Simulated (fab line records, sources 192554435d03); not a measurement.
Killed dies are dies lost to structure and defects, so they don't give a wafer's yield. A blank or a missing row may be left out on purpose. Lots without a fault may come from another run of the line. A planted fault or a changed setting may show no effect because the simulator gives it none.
Which tool did it? | flow n5_finfet | 15 lots, 45 wafers sampled, at 4 steps of a route of 1938

WHAT THE GAUGES READ, wafer by wafer
The record holds no reading of a measuring or inspecting step that can be judged against a usual standard deviation.

WHICH TOOL RAN EACH LOT (tool, then ch and the chambers of the sampled wafers, then the start)
lot  | N5_MOL_CONTACT_COAG_CO_FILL_22   | N5_MOL_CONTACT_COAG_ANNEAL_113   | N5_MOL_CONTACT_COAG_PRE_CLEAN_142 | N5_MOL_CONTACT_COAG_DEVELOP_83
L955 | cvd_co-01 ch 0,1,2, day 4 18:32  | rtp_anneal-02 ch 0, day 4 19:19  | pvd_sputter-02, day 4 21:08       | litho_track-02 ch 0, day 5 01:33
L956 | cvd_co-01 ch 0,2, day 5 01:38    | rtp_anneal-01 ch 0, day 5 02:23  | pvd_sputter-01, day 5 04:07       | litho_track-05 ch 0, day 5 09:13
L957 | cvd_co-02 ch 0,1,2, day 5 06:16  | rtp_anneal-01 ch 0, day 5 06:53  | pvd_sputter-03, day 5 10:53       | litho_track-01 ch 0, day 5 15:47
L959 | cvd_co-02 ch 0,2, day 5 17:15    | rtp_anneal-02 ch 0, day 5 18:01  | pvd_sputter-03, day 5 19:22       | litho_track-02 ch 0, day 5 23:41
L961 | cvd_co-02 ch 1,2, day 6 12:12    | rtp_anneal-01 ch 0, day 6 12:49  | pvd_sputter-03, day 6 14:02       | litho_track-05 ch 0, day 6 17:55
L963 | cvd_co-02 ch 0,1,2, day 6 20:22  | rtp_anneal-01 ch 0, day 6 21:13  | pvd_sputter-03, day 6 23:09       | litho_track-05 ch 0, day 7 03:04
L964 | cvd_co-02 ch 0,1,2, day 7 00:32  | rtp_anneal-01 ch 0, day 7 01:22  | pvd_sputter-02, day 7 05:25       | litho_track-05, day 7 09:20
L965 | cvd_co-01 ch 0,1, day 7 06:38    | rtp_anneal-02 ch 0, day 7 07:17  | pvd_sputter-01, day 7 08:55       | litho_track-01, day 7 12:47
L966 | cvd_co-02 ch 1,2, day 7 12:16    | rtp_anneal-01 ch 0, day 7 12:52  | pvd_sputter-02, day 7 15:04       | litho_track-05, day 7 19:19
L968 | cvd_co-02 ch 1,2, day 8 07:35    | rtp_anneal-02 ch 0, day 8 08:31  | pvd_sputter-01, day 8 11:26       | litho_track-01 ch 0, day 8 17:33
L972 | cvd_co-02 ch 0,1, day 8 22:51    | rtp_anneal-01 ch 0, day 8 23:46  | pvd_sputter-01, day 9 00:57       | litho_track-02 ch 0, day 9 05:25
L973 | cvd_co-02 ch 0,1, day 9 08:34    | rtp_anneal-01 ch 0, day 9 09:20  | pvd_sputter-01, day 9 10:45       | litho_track-01 ch 0, day 9 14:46
L974 | cvd_co-01 ch 1,2, day 9 10:50    | rtp_anneal-02 ch 0, day 9 11:52  | pvd_sputter-03, day 9 13:22       | litho_track-01 ch 0, day 9 17:53
L976 | cvd_co-01 ch 0,2, day 9 23:26    | rtp_anneal-02 ch 0, day 10 00:14 | pvd_sputter-02, day 10 02:31      | litho_track-02 ch 0, day 10 06:27
L977 | cvd_co-01 ch 0,1,2, day 10 12:35 | rtp_anneal-02 ch 0, day 10 13:12 | pvd_sputter-03, day 10 15:58      | litho_track-05 ch 0, day 10 20:13
- N5_MOL_CONTACT_COAG_CO_FILL_22: material Co, precursor CCTBA/H2, target thk 20 nm.
- N5_MOL_CONTACT_COAG_ANNEAL_113: time 300 s.
- N5_MOL_CONTACT_COAG_PRE_CLEAN_142: time 60 s.
- N5_MOL_CONTACT_COAG_DEVELOP_83: develop time 30 s.

WHAT THE TOOLS THEMSELVES READ (means of the sampled wafers that have a number; where no wafer has one, the mark that the record gives instead)
N5_MOL_CONTACT_COAG_CO_FILL_22. Usual: heater_power_w 226 W, standard deviation 17.
lot  | tool      | heater_power_w (W) | flag
L955 | cvd_co-01 | 212                |
L956 | cvd_co-01 | 210                |
L957 | cvd_co-02 | 233                |
L959 | cvd_co-02 | 231                |
L961 | cvd_co-02 | 232                |
L963 | cvd_co-02 | 236                |
L964 | cvd_co-02 | 232                |
L965 | cvd_co-01 | 219                |
L966 | cvd_co-02 | 231                |
L968 | cvd_co-02 | 241                |
L972 | cvd_co-02 | 241                |
L973 | cvd_co-02 | 250                |
L974 | cvd_co-01 | 203                |
L976 | cvd_co-01 | 203                |
L977 | cvd_co-01 | 213                |

N5_MOL_CONTACT_COAG_ANNEAL_113. Usual: lamp_power_pct 2.74 %, standard deviation 0.057; lamp_zone_1_pct 2.74 %, standard deviation 0.057; wafer_temp_C_max 401.8, standard deviation 0.58.
lot  | tool          | lamp_power_pct (%) | lamp_zone_1_pct (%) | wafer_temp_C_max | flag
L955 | rtp_anneal-02 | 2.80               | 2.80                | 402.3            |
L956 | rtp_anneal-01 | 2.68               | 2.69                | 401.2            |
L957 | rtp_anneal-01 | 2.68               | 2.68                | 401.4            |
L959 | rtp_anneal-02 | 2.80               | 2.80                | 402.4            |
L961 | rtp_anneal-01 | 2.68               | 2.69                | 401.4            |
L963 | rtp_anneal-01 | 2.68               | 2.68                | 401.3            |
L964 | rtp_anneal-01 | 2.69               | 2.68                | 401.7            |
L965 | rtp_anneal-02 | 2.80               | 2.80                | 401.9            |
L966 | rtp_anneal-01 | 2.68               | 2.68                | 401.4            |
L968 | rtp_anneal-02 | 2.80               | 2.80                | 402.2            |
L972 | rtp_anneal-01 | 2.68               | 2.69                | 401.4            |
L973 | rtp_anneal-01 | 2.69               | 2.69                | 401.5            |
L974 | rtp_anneal-02 | 2.80               | 2.80                | 402.7            |
L976 | rtp_anneal-02 | 2.80               | 2.80                | 401.7            |
L977 | rtp_anneal-02 | 2.80               | 2.80                | 402.5            |

N5_MOL_CONTACT_COAG_PRE_CLEAN_142. Usual: heater_power_w 481 W, standard deviation 48.
lot  | tool           | heater_power_w (W) | flag
L955 | pvd_sputter-02 | 464                |
L956 | pvd_sputter-01 | 491                |
L957 | pvd_sputter-03 | 466                |
L959 | pvd_sputter-03 | 474                |
L961 | pvd_sputter-03 | 438                |
L963 | pvd_sputter-03 | 470                |
L964 | pvd_sputter-02 | 419                |
L965 | pvd_sputter-01 | 518                |
L966 | pvd_sputter-02 | 434                |
L968 | pvd_sputter-01 | 521                |
L972 | pvd_sputter-01 | 496                |
L973 | pvd_sputter-01 | 504                |
L974 | pvd_sputter-03 | 499                |
L976 | pvd_sputter-02 | 434                |
L977 | pvd_sputter-03 | 469                |

N5_MOL_CONTACT_COAG_DEVELOP_83. Usual: chill_plate_temp_C 22.98 C, standard deviation 0.1.
lot  | tool           | chill_plate_temp_C (C) | flag
L955 | litho_track-02 | 23.12                  |
L956 | litho_track-05 | 23.18                  |
L957 | litho_track-01 | 22.91                  |
L959 | litho_track-02 | 22.96                  |
L961 | litho_track-05 | 22.92                  |
L963 | litho_track-05 | 22.88                  |
L964 | litho_track-05 | -                      | OFF
L965 | litho_track-01 | -                      | OFF
L966 | litho_track-05 | -                      | OFF
L968 | litho_track-01 | 23.02                  |
L972 | litho_track-02 | 23.00                  |
L973 | litho_track-01 | 23.12                  |
L974 | litho_track-01 | 22.92                  |
L976 | litho_track-02 | 22.72                  |
L977 | litho_track-05 | 22.93                  |

THE ANSWER, worked out from the rows above alone
Rule: a lot is off if the mean of its wafers that have a number lies more than 3 standard deviations from the usual mean. A lot without any number at a reading at which 4 lots or more have one is off too. The other lots that the step has rows for count as sound. The gauges are gone through in route order, then the tools' own readings, and for those a lot's mean is taken as printed above. The first step at which some lot is off is used, and at that step the reading that is off furthest; a lot without a number counts as furthest.
Off: L964, L965, L966, at N5_MOL_CONTACT_COAG_DEVELOP_83 (chill_plate_temp_C). Without a number there: L964, L965, L966.
A tool fits if, at that step or a process step before it, it ran every lot that is off, and no sound lot after the first of them. None of those tried fits.

WHAT THE SIMULATOR HAD PUT IN
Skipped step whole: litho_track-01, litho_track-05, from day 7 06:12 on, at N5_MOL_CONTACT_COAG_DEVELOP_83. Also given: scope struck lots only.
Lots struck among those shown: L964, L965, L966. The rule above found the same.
